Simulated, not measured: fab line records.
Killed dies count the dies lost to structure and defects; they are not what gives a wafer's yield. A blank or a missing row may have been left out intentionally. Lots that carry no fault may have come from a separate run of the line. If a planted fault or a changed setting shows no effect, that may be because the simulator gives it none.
fab line records | flow nand_harc
[record] lots = 13 | wafers = 39 | last_day = 24
route steps=1159 shown A_STAIRCASE@624 END@1159
lots that met no fault: from a run of the same line without faults
start_h: start of the lot's first displayed wafer, in hours after the record's first day | wait_h: hours since the lot's step before | " same as the row above | L1.1+2: a row that stands for several wafers | - no value present, or no start provided | * or withheld: withheld | < > ~ a bound
route shown NAME@n: names a module that has steps shown in the file, with the first one's number in the route | usual: mean/standard deviation taken from wafers without a fault | same: alike in all rows | chamber/n: place in a boat | sites: per-site readings | _std_site: standard deviation across them | _edge_site: inner sites' mean taken away from outer sites' mean | radius_mm: for every site, how far away it sits from the centre of the wafer | mask NAME#n: copy n | behind: the tool/chamber that last shaped the wafer | hold: why the lot was held/for how many hours/how that ended | device: the transistor (n, p or np) that didn't switch | end of line: at the end of the route, the tests of the same wafers | a step given without rows: its recipe and nothing more | killed: not the wafer's yield, but the dies lost to structure and defects at the first sort | map: a wafer's dies, marking killed ones x, the rest . and places with no die _
set.NAME: the setting the step ran with; set.NAME@STEP: the setting that earlier step ran with | model.NAME: the simulator's own value behind a step, which no gauge read
a sample of lots followed through the steps of the route, with each step as a table and each wafer as a row
services: when a tool's chamber went out of use (start_h, in hours from the record's first day, below 0 if earlier), for how many hours, and the reason
[[steps]]
[step NHARC_A_STAIRCASE_ETCH_230]
[recipe] target_depth_a = 1000 | time_s = 40.5 | ion_energy_ev = 400 | c4f8_flow_sccm = 20 | o2_flow_sccm = 10 | ar_flow_sccm = withheld | rf_w = 600 | bias_w = 1000 | chemistry = C4F8/O2
[usual] oes_product_au = 0.941/0.014 | rf_vpp_V = 896/4.4
lot.wafer | tool        | chamber | start_h | wait_h | oes_product_au | rf_hours_counter_h | rf_vpp_V
L721.3    | rie_diel-05 | 1       | -       | -      | 0.931          | 26                 | 891
L721.4    | "           | 2       | "       | "      | 0.938          | 26                 | 897
L721.5    | "           | 0       | "       | "      | 0.928          | -                  | 892
L723.3    | rie_diel-04 | 1       | -       | -      | 0.953          | 50                 | 904
L723.4    | "           | 2       | "       | "      | 0.974          | 54                 | 896
L723.1    | "           | 3       | "       | "      | 0.945          | 53                 | 900
L722.2    | rie_diel-05 | 3       | -       | -      | 0.938          | 32                 | 901
L722.1    | "           | 2       | "       | "      | 0.929          | 31                 | 895
L722.5    | "           | 0       | "       | "      | 0.945          | -                  | 891
L726.3    | rie_diel-02 | 2       | -       | -      | 0.948          | 50                 | 901
L726.4    | "           | 3       | "       | "      | 0.930          | 48                 | 895
L726.5    | "           | 2       | "       | "      | 0.952          | -                  | 902
L725.2    | rie_diel-02 | 3       | -       | -      | 0.932          | 51                 | 896
L725.6    | "           | 0       | "       | "      | 0.918          | -                  | 904
L725.5    | "           | 1       | "       | "      | 0.912          | -                  | 897
L724.2    | rie_diel-05 | 1       | -       | -      | 0.942          | 38                 | 891
L724.1    | "           | 2       | "       | "      | 0.937          | 36                 | 895
L724.3    | "           | 3       | "       | "      | 0.928          | 38                 | 899
L727.4    | rie_diel-02 | 0       | -       | -      | 0.965          | 54                 | 903
L727.1    | "           | 1       | "       | "      | 0.971          | 51                 | 895
L727.5    | "           | 0       | "       | "      | 0.967          | -                  | 902
L739.1    | rie_diel-04 | 3       | -       | -      | 0.956          | 18                 | 899
L739.2    | "           | 0       | "       | "      | 0.949          | 16                 | 891
L739.6    | "           | 3       | "       | "      | 0.947          | -                  | 899
L738.3    | rie_diel-05 | 2       | -       | -      | 0.933          | 3                  | 895
L738.1    | "           | 3       | "       | "      | 0.946          | 4                  | 900
L738.6    | "           | 1       | "       | "      | 0.934          | -                  | 889
L741.2    | rie_diel-04 | 3       | -       | -      | 0.940          | 23                 | 899
L741.3    | "           | 1       | "       | "      | 0.943          | 21                 | 906
L741.6    | "           | 3       | "       | "      | 0.928          | -                  | 900
L740.4    | rie_diel-04 | 3       | -       | -      | 0.942          | 23                 | 899
L740.1    | "           | 0       | "       | "      | 0.947          | 22                 | 892
L740.5    | "           | 2       | "       | "      | 0.939          | -                  | 896
L742.4    | rie_diel-04 | 3       | -       | -      | 0.929          | 25                 | 899
L742.2    | "           | 0       | "       | "      | 0.929          | 24                 | 891
L742.3    | "           | 1       | "       | "      | 0.930          | 24                 | 904
L743.2    | rie_diel-05 | 1       | -       | -      | 0.931          | 14                 | 889
L743.1    | "           | 2       | "       | "      | 0.930          | 13                 | 895
L743.4    | "           | 3       | "       | "      | 0.935          | 14                 | 898
[step NHARC_A_STAIRCASE_HM_DEP_456]
[recipe] target_thk_a = 15000 | temp_c = 400 | material = aC
[usual] throttle_valve_pct = 35.001/0.0087
lot.wafer | tool       | chamber | start_h | wait_h | throttle_valve_pct
L721.3    | acl_dep-03 | 0       | 251.00  | -      | 35.001
L721.4    | "          | 0       | "       | "      | 34.992
L721.5    | "          | 0       | "       | "      | 35.013
L723.1    | acl_dep-01 | 0       | 264.24  | -      | 34.989
L723.3    | "          | 0       | "       | "      | 34.988
L723.4    | "          | 0       | "       | "      | 35.005
L722.1    | acl_dep-03 | 0       | 265.26  | -      | 35.006
L722.2    | "          | 0       | "       | "      | 34.998
L722.5    | "          | 0       | "       | "      | 34.988
L726.3    | acl_dep-02 | 0       | 293.70  | -      | 35.020
L726.4    | "          | 0       | "       | "      | 35.007
L726.5    | "          | 0       | "       | "      | 35.009
L726.3    | acl_dep-03 | 0       | 296.76  | 2.8    | 34.981
L726.4    | "          | 0       | "       | "      | 34.989
L726.5    | "          | 0       | "       | "      | 34.996
L725.2    | acl_dep-03 | 0       | 294.63  | -      | 35.003
L725.5    | "          | 0       | "       | "      | 35.004
L725.6    | "          | 0       | "       | "      | 35.003
L724.1    | acl_dep-02 | 0       | 294.92  | -      | 34.993
L724.2    | "          | 0       | "       | "      | 35.005
L724.3    | "          | 0       | "       | "      | 34.997
L727.1    | acl_dep-01 | 0       | 308.76  | -      | 35.002
L727.4    | "          | 0       | "       | "      | 34.993
L727.5    | "          | 0       | "       | "      | 34.989
L727.1    | acl_dep-01 | 0       | 312.53  | 3.5    | 34.991
L727.4    | "          | 0       | "       | "      | 34.995
L727.5    | "          | 0       | "       | "      | 34.996
L739.1    | acl_dep-03 | 0       | 356.19  | -      | 34.999
L739.2    | "          | 0       | "       | "      | 35.022
L739.6    | "          | 0       | 357.72  | -      | 35.008
L738.1    | acl_dep-01 | 0       | 365.33  | -      | 34.996
L738.3    | "          | 0       | "       | "      | 34.995
L738.6    | "          | 0       | "       | "      | 35.018
L741.2    | acl_dep-01 | 0       | 373.04  | -      | 34.989
L741.3    | "          | 0       | "       | "      | 34.992
L741.6    | "          | 0       | "       | "      | 35.002
L740.1    | acl_dep-03 | 0       | 376.19  | -      | 34.987
L740.4    | "          | 0       | "       | "      | 34.989
L740.5    | "          | 0       | "       | "      | 34.997
L742.2    | acl_dep-01 | 0       | 378.77  | -      | 34.998
L742.3    | "          | 0       | "       | "      | 35.000
L742.4    | "          | 0       | "       | "      | 35.007
L743.1    | acl_dep-01 | 0       | 388.99  | -      | 34.995
L743.2    | "          | 0       | "       | "      | 34.993
L743.4    | "          | 0       | "       | "      | 35.003
[step NHARC_A_STAIRCASE_DEP_259]
[recipe] target_thk_a = 300 | target_thk_nm = 30 | temp_c = 400 | pressure_torr = 3.5 | flow_sccm = 200 | rf_w = 350 | material = SiON
[usual] heater_power_w = 774/84
lot.wafer | tool     | chamber | start_h | wait_h | heater_power_w
L721.3    | pecvd-04 | 2       | 252.29  | 1.0    | 747
L721.5    | "        | 1       | "       | "      | 738
L721.4    | "        | 2       | "       | "      | 749
L723.3    | pecvd-02 | 0       | 266.61  | 1.4    | 714
L723.1    | "        | 2       | "       | "      | 1012
L723.4    | "        | 0       | "       | "      | 731
L722.2    | pecvd-01 | 1       | 267.18  | 1.3    | 748
L722.1    | "        | 2       | "       | "      | 719
L722.5    | "        | 1       | "       | "      | 749
L725.2    | pecvd-02 | 0       | 296.23  | 1.3    | 790
L725.6    | "        | 1       | "       | "      | 815
L725.5    | "        | 0       | "       | "      | 789
L724.2    | pecvd-02 | 2       | 296.84  | 1.3    | 892
L724.1    | "        | 0       | "       | "      | 792
L724.3    | "        | 1       | "       | "      | 805
L726.3    | pecvd-01 | 1       | 298.04  | 1.0    | 823
L726.4    | "        | 2       | "       | "      | 784
L726.5    | "        | 0       | "       | "      | 725
L727.1    | pecvd-01 | 1       | 314.46  | 1.6    | 831
L727.5    | "        | 0       | "       | "      | 716
L727.4    | "        | 1       | "       | "      | 831
L739.1    | pecvd-02 | 1       | 358.05  | 1.6    | 700
L739.2    | "        | 0       | "       | "      | 785
L739.6    | "        | 0       | "       | "      | 784
L738.3    | pecvd-02 | 1       | 367.21  | 1.0    | 612
L738.1    | "        | 2       | "       | "      | 981
L738.6    | "        | 2       | "       | "      | 976
L741.2    | pecvd-01 | 0       | 374.60  | 1.3    | 780
L741.3    | "        | 2       | "       | "      | 744
L741.6    | "        | 0       | "       | "      | 801
L740.1    | pecvd-02 | 0       | 378.33  | 1.8    | 746
L740.4    | "        | 1       | "       | "      | 687
L740.5    | "        | 2       | "       | "      | 966
L742.2    | pecvd-02 | 1       | 380.31  | 1.2    | 696
L742.3    | "        | 0       | "       | "      | 741
L742.4    | "        | 1       | "       | "      | 703
L743.2    | pecvd-02 | 2       | 390.89  | 1.3    | 919
L743.1    | "        | 0       | "       | "      | 768
L743.4    | "        | 1       | "       | "      | 712
[step NHARC_A_STAIRCASE_DESCUM_291]
[recipe] time_s = 3 | o2_flow_sccm = 200 | ar_flow_sccm = 0 | bias_power_w = 0 | chemistry = O2
[usual] drypump_motor_current_A = 5.6/0.5 | oes_product_au = 0.994/0.008 | rf_vpp_V = 57.9/0.91 | showerhead_plenum_p_Torr = 1.91/0.07 | throttle_valve_pct = 11.312/0.0092
lot.wafer | tool        | chamber | start_h | wait_h | drypump_motor_current_A | oes_product_au | rf_hours_counter_h | rf_vpp_V | showerhead_plenum_p_Torr | throttle_valve_pct
L721.3    | rie_diel-02 | 0       | 253.24  | -      | 5.7                     | 1.008          | 37                 | 57.3     | 2.03                     | 11.329
L721.4    | "           | 2       | "       | "      | 6.3                     | 0.998          | 40                 | 58.0     | 2.01                     | 11.319
L721.5    | "           | 0       | "       | "      | 5.7                     | 1.010          | -                  | 58.9     | 2.03                     | 11.306
L723.4    | rie_diel-04 | 0       | 267.63  | -      | 5.4                     | 1.005          | 53                 | 58.1     | 1.86                     | 11.316
L723.3    | "           | 1       | "       | "      | 5.5                     | 0.998          | 52                 | 59.7     | 2.06                     | 11.308
L723.1    | "           | 2       | "       | "      | 5.1                     | 1.011          | 55                 | 58.1     | 1.93                     | 11.323
L722.1    | rie_diel-05 | 0       | 268.14  | -      | 5.3                     | 1.000          | 34                 | 56.6     | 1.84                     | 11.315
L722.2    | "           | 2       | "       | "      | 5.6                     | 0.991          | 32                 | 58.4     | 1.91                     | 11.299
L722.5    | "           | 1       | "       | "      | 6.5                     | 0.988          | -                  | 58.9     | 1.83                     | 11.303
L725.2    | rie_diel-02 | 0       | 297.19  | -      | 5.6                     | 1.006          | 52                 | 59.9     | 2.02                     | 11.295
L725.5    | "           | 3       | "       | "      | 4.9                     | 0.999          | -                  | 59.0     | 1.89                     | 11.300
L725.6    | "           | 0       | "       | "      | 5.6                     | 0.998          | -                  | 57.9     | 2.02                     | 11.310
L724.1    | rie_diel-05 | 2       | 297.85  | -      | 5.6                     | 0.992          | 39                 | 57.4     | 1.91                     | 11.321
L724.2    | "           | 3       | "       | "      | 5.0                     | 0.991          | 41                 | 57.5     | 1.97                     | 11.304
L724.3    | "           | 0       | "       | "      | 5.3                     | 0.994          | 43                 | 57.7     | 1.84                     | 11.325
L726.3    | rie_diel-05 | 3       | 298.96  | -      | 5.0                     | 0.978          | 40                 | 59.3     | 1.97                     | 11.294
L726.4    | "           | 2       | "       | "      | 5.6                     | 0.988          | 38                 | 58.1     | 1.91                     | 11.311
L726.5    | "           | 0       | "       | "      | 5.3                     | 0.989          | -                  | 58.4     | 1.84                     | 11.319
L727.1    | rie_diel-04 | 2       | 330.26  | -      | 5.1                     | 1.005          | 6                  | 59.2     | 1.92                     | 11.303
L727.4    | "           | 3       | "       | "      | 5.7                     | 1.000          | 6                  | 57.4     | 1.97                     | 11.330
L727.5    | "           | 1       | "       | "      | 5.6                     | 1.000          | -                  | 59.2     | 2.05                     | 11.308
L739.1    | rie_diel-05 | 1       | 359.05  | -      | 6.5                     | 0.999          | 5                  | 55.3     | 1.82                     | 11.322
L739.2    | "           | 2       | "       | "      | 5.7                     | 0.995          | 3                  | 58.2     | 1.90                     | 11.308
L739.6    | "           | 0       | "       | "      | 5.3                     | 0.986          | -                  | 57.9     | 1.83                     | 11.301
L738.1    | rie_diel-05 | 1       | 368.04  | -      | 6.5                     | 0.995          | 7                  | 58.4     | 1.82                     | 11.313
L738.3    | "           | 2       | "       | "      | 5.7                     | 0.994          | 6                  | 59.2     | 1.90                     | 11.323
L738.6    | "           | 2       | "       | "      | 5.7                     | 0.996          | -                  | 59.0     | 1.90                     | 11.317
L741.2    | rie_diel-02 | 1       | 375.58  | -      | 5.8                     | 0.992          | 19                 | 57.9     | 1.88                     | 11.308
L741.3    | "           | 0       | "       | "      | 5.6                     | 0.989          | 19                 | 57.9     | 2.01                     | 11.319
L741.6    | "           | 1       | "       | "      | 5.8                     | 0.996          | -                  | 58.2     | 1.88                     | 11.328
L740.1    | rie_diel-05 | 0       | 379.26  | -      | 5.3                     | 0.999          | 11                 | 58.0     | 1.83                     | 11.316
L740.4    | "           | 3       | "       | "      | 5.0                     | 0.993          | 10                 | 57.3     | 1.96                     | 11.319
L740.5    | "           | 1       | "       | "      | 6.5                     | 0.988          | -                  | 56.3     | 1.82                     | 11.312
L742.4    | rie_diel-02 | 0       | 381.22  | -      | 5.7                     | 0.981          | 22                 | 59.5     | 2.01                     | 11.298
L742.2    | "           | 1       | "       | "      | 5.8                     | 0.995          | 21                 | 57.8     | 1.88                     | 11.314
L742.3    | "           | 3       | "       | "      | 4.9                     | 1.002          | 18                 | 58.0     | 1.88                     | 11.304
L743.2    | rie_diel-04 | 3       | 391.84  | -      | 5.8                     | 0.995          | 33                 | 57.7     | 1.96                     | 11.311
L743.4    | "           | 0       | "       | "      | 5.4                     | 0.990          | 33                 | 57.0     | 1.85                     | 11.305
L743.1    | "           | 2       | "       | "      | 5.1                     | 1.008          | 34                 | 56.7     | 1.91                     | 11.299
[step NHARC_END_SORT_01]
[recipe] temp_c = 25
[usual] killed_at_array = 29/11 | killed_at_other = 0.6/0.89 | killed_at_periphery = 3.8/2.8 | killed_dies = 33/12 | killed_open = 3.5/1.9 | killed_short = 1.9/1.3
[same] gross_dies = 677
lot.wafer | tool      | chamber | start_h | wait_h | killed_at_array | killed_at_other | killed_at_periphery | killed_dies | killed_open | killed_short
L726.3    | prober-02 | 0       | 482.84  | 3.1    | 29              | 0               | 5                   | 34          | 6           | 0
L726.4    | prober-02 | 0       | 483.64  | 3.4    | 16              | 1               | 1                   | 18          | 0           | 2
L726.5    | prober-02 | 0       | 484.44  | 3.7    | 22              | 0               | 7                   | 29          | 2           | 2
L727.1    | prober-01 | 0       | 510.90  | 2.5    | 25              | 0               | 5                   | 30          | 3           | 3
L727.4    | prober-01 | 0       | 513.32  | 3.4    | 36              | 0               | 6                   | 42          | 5           | 1
L727.5    | prober-01 | 0       | 514.13  | 3.7    | 29              | 0               | 10                  | 39          | 5           | 1
L739.1    | prober-01 | 0       | 547.19  | 2.5    | 43              | 1               | 6                   | 50          | 6           | 1
L739.2    | prober-01 | 0       | 547.98  | 2.8    | 43              | 0               | 2                   | 45          | 3           | 3
L739.6    | prober-01 | 0       | 551.15  | 4.0    | 47              | 2               | 3                   | 52          | 4           | 1
L740.1    | prober-02 | 0       | 570.57  | 2.6    | 24              | 0               | 3                   | 27          | 4           | 0
L740.4    | prober-02 | 0       | 572.98  | 3.4    | 17              | 2               | 1                   | 20          | 2           | 2
L740.5    | prober-02 | 0       | 573.78  | 3.7    | 15              | 0               | 2                   | 17          | 2           | 3
L742.2    | prober-01 | 0       | 578.37  | 2.8    | 51              | 0               | 9                   | 60          | 5           | 2
L742.3    | prober-01 | 0       | 579.18  | 3.1    | 58              | 0               | 5                   | 63          | 2           | 2
L742.4    | prober-01 | 0       | 579.99  | 3.4    | 53              | 0               | 6                   | 59          | 2           | 3
// killed by level:class
L726.3 A_CHANNEL_HOLE_D1:chamber_film_flake=17 A_STAIRCASE:chamber_film_flake=4 P_CONTACT:chamber_film_flake=2 A_CONTACT:chamber_film_flake=2 P_GATE:geometric_particle:open=1 P_CONTACT:geometric_particle:open=1 P_M0:geometric_particle:open=1 A_CONTACT:geometric_particle:open=1
L726.4 A_CHANNEL_HOLE_D1:chamber_film_flake=11 A_CONTACT:chamber_film_flake=2 A_WL_FILL:geometric_particle:short=1 P_BONDPAD:chamber_film_flake=1 STARTING-WAFER:geometric_particle:short=1 A_STAIRCASE:chamber_film_flake=1 A_M0:chamber_film_flake=1
L726.5 A_CHANNEL_HOLE_D1:chamber_film_flake=17 P_CONTACT:chamber_film_flake=6 P_M1:geometric_particle:open=1 A_CHANNEL_FILL_D1:geometric_particle:short=1 A_SGD_CUT:geometric_particle:short=1 A_CONTACT:geometric_particle:open=1 A_STAIRCASE:chamber_film_flake=1 A_CONTACT:chamber_film_flake=1
L727.1 A_SLIT:chamber_film_flake=14 A_CHANNEL_HOLE_D1:chamber_film_flake=4 P_BONDPAD:chamber_film_flake=2 P_GATE:geometric_particle:open=1 A_ONON_D1:geometric_particle:open=1 A_CHANNEL_HOLE_D1:geometric_particle:short=1 A_WL_FILL:geometric_particle:short=1 A_BLC:geometric_particle:open=1
L727.4 A_SLIT:chamber_film_flake=19 A_CHANNEL_HOLE_D1:chamber_film_flake=5 A_CONTACT:chamber_film_flake=5 A_STAIRCASE:chamber_film_flake=4 P_BONDPAD:chamber_film_flake=2 P_M0:geometric_particle:short=1 P_M0:geometric_particle:open=1 P_M1:geometric_particle:open=1
L727.5 A_SLIT:chamber_film_flake=10 A_CONTACT:chamber_film_flake=6 P_BONDPAD:chamber_film_flake=5 A_STAIRCASE:chamber_film_flake=5 A_CHANNEL_HOLE_D1:chamber_film_flake=3 P_STI:chamber_film_flake=2 P_GATE:geometric_particle:open=1 P_M0:geometric_particle:open=1
L739.1 A_CHANNEL_HOLE_D1:chamber_film_flake=19 A_SLIT:chamber_film_flake=17 P_GATE:chamber_film_flake=4 A_CONTACT:geometric_particle:open=3 P_M0:geometric_particle:open=1 A_ONON_D1:geometric_particle:open=1 A_CHANNEL_FILL_D1:geometric_particle:open=1 A_CONTACT:geometric_particle:short=1
L739.2 A_SLIT:chamber_film_flake=18 A_CHANNEL_HOLE_D1:chamber_film_flake=17 P_GATE:geometric_particle:open=1 A_CHANNEL_FILL_D1:geometric_particle:short=1 A_WL_FILL:geometric_particle:short=1 A_CONTACT:geometric_particle:open=1 A_BLC:geometric_particle:short=1 A_M0:geometric_particle:open=1
L739.6 A_CHANNEL_HOLE_D1:chamber_film_flake=21 A_SLIT:chamber_film_flake=18 P_GATE:chamber_film_flake=3 A_BLC:chamber_film_flake=3 A_CONTACT:geometric_particle:open=2 THIN_TSV:chamber_film_flake=2 A_ONON_D1:geometric_particle:open=1 A_CHANNEL_HOLE_D1:geometric_particle:short=1
L740.1 A_CONTACT:chamber_film_flake=10 A_CHANNEL_HOLE_D1:chamber_film_flake=8 A_ZERO_WELL:chamber_film_flake=4 P_STI:geometric_particle:open=2 P_CONTACT:geometric_particle:open=1 A_BONDPAD:geometric_particle:open=1 A_SLIT:chamber_film_flake=1
L740.4 A_CHANNEL_HOLE_D1:chamber_film_flake=8 A_CONTACT:chamber_film_flake=3 A_ZERO_WELL:chamber_film_flake=2 THIN_TSV:chamber_film_flake=2 P_M0:geometric_particle:open=1 A_SGD_CUT:geometric_particle:open=1 A_WL_FILL:geometric_particle:short=1 A_BLC:geometric_particle:short=1
L740.5 A_CHANNEL_HOLE_D1:chamber_film_flake=9 A_ZERO_WELL:chamber_film_flake=2 P_GATE:geometric_particle:open=1 P_CONTACT:geometric_particle:short=1 A_CHANNEL_FILL_D1:geometric_particle:short=1 A_CONTACT:geometric_particle:short=1 A_M0:geometric_particle:open=1 A_CONTACT:chamber_film_flake=1
L742.2 A_CHANNEL_HOLE_D1:chamber_film_flake=19 A_SLIT:chamber_film_flake=18 A_CONTACT:chamber_film_flake=9 P_ZERO_WELL:chamber_film_flake=5 P_M0:geometric_particle:open=1 P_M0:geometric_particle:short=1 P_M1:geometric_particle:open=1 A_ONON_D1:geometric_particle:open=1
L742.3 A_CHANNEL_HOLE_D1:chamber_film_flake=26 A_SLIT:chamber_film_flake=19 A_CONTACT:chamber_film_flake=8 P_M0:geometric_particle:open=1 A_ONON_D1:geometric_particle:short=1 A_WL_FILL:geometric_particle:short=1 A_CONTACT:geometric_particle:open=1 P_ZERO_WELL:chamber_film_flake=1
L742.4 A_CHANNEL_HOLE_D1:chamber_film_flake=19 A_SLIT:chamber_film_flake=13 A_CONTACT:chamber_film_flake=12 P_ZERO_WELL:chamber_film_flake=3 A_WL_FILL:chamber_film_flake=3 A_SOURCE_PLATE:geometric_particle:short=1 A_ONON_D1:geometric_particle:short=1 A_CHANNEL_FILL_D1:geometric_particle:open=1
[[services]]
tool        | chamber | start_h | hours | kind
acl_dep-03  | -       | 224.33  | 13.0  | pm
pecvd-02    | -       | 233.64  | 2.6   | repair
pecvd-01    | -       | 237.31  | 13.0  | pm
rie_diel-05 | 0       | 246.36  | -     | clean
rie_diel-05 | 1       | 246.36  | -     | clean
rie_diel-05 | 2       | 246.36  | -     | clean
rie_diel-05 | 3       | 246.36  | -     | clean
pecvd-01    | -       | 265.32  | 1.4   | repair
rie_diel-02 | -       | 268.13  | 0.7   | repair
pecvd-04    | 2       | 269.94  | 18.9  | repair
rie_diel-05 | 0       | 270.88  | -     | clean
rie_diel-05 | 1       | 270.88  | -     | clean
rie_diel-02 | -       | 281.04  | 0.8   | repair
rie_diel-04 | -       | 289.09  | 9.0   | pm
acl_dep-01  | -       | 293.40  | 13.0  | pm
pecvd-04    | -       | 305.82  | 1.3   | repair
rie_diel-04 | -       | 314.14  | 16.1  | repair
rie_diel-02 | -       | 328.27  | 9.0   | pm
pecvd-02    | -       | 334.16  | 13.0  | pm
rie_diel-05 | -       | 340.68  | 9.0   | pm
acl_dep-02  | -       | 349.36  | 13.0  | pm
rie_diel-04 | 1       | 359.93  | 2.0   | repair
rie_diel-02 | 3       | 366.58  | 10.0  | repair
pecvd-04    | -       | 376.25  | 13.0  | pm
[[key]]
[first_sign] step = NHARC_A_STAIRCASE_HM_DEP_456 | reading = visit | direction = added
effect none on later readings
met_at NHARC_A_STAIRCASE_HM_DEP_456
struck_lots L726,L727
tester_left_out L726,L727
not_acting_at NHARC_A_STAIRCASE_ETCH_230,NHARC_A_STAIRCASE_DEP_259,NHARC_A_STAIRCASE_DESCUM_291
[fault] kind = repeated_step_whole | tool = acl_dep-01,acl_dep-02,acl_dep-03 | chamber = - | onset_h = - | steps = NHARC_A_STAIRCASE_HM_DEP_456 | times = 1 | scope = struck_lots_only
// tester_left_out: of these lots the tester's yield and bins aren't shown, on N5 and GAA mostly nor the transistor test; their killed dies are dies lost to structure and defects alone, not to doping, threshold or leakage, so they don't give the yield
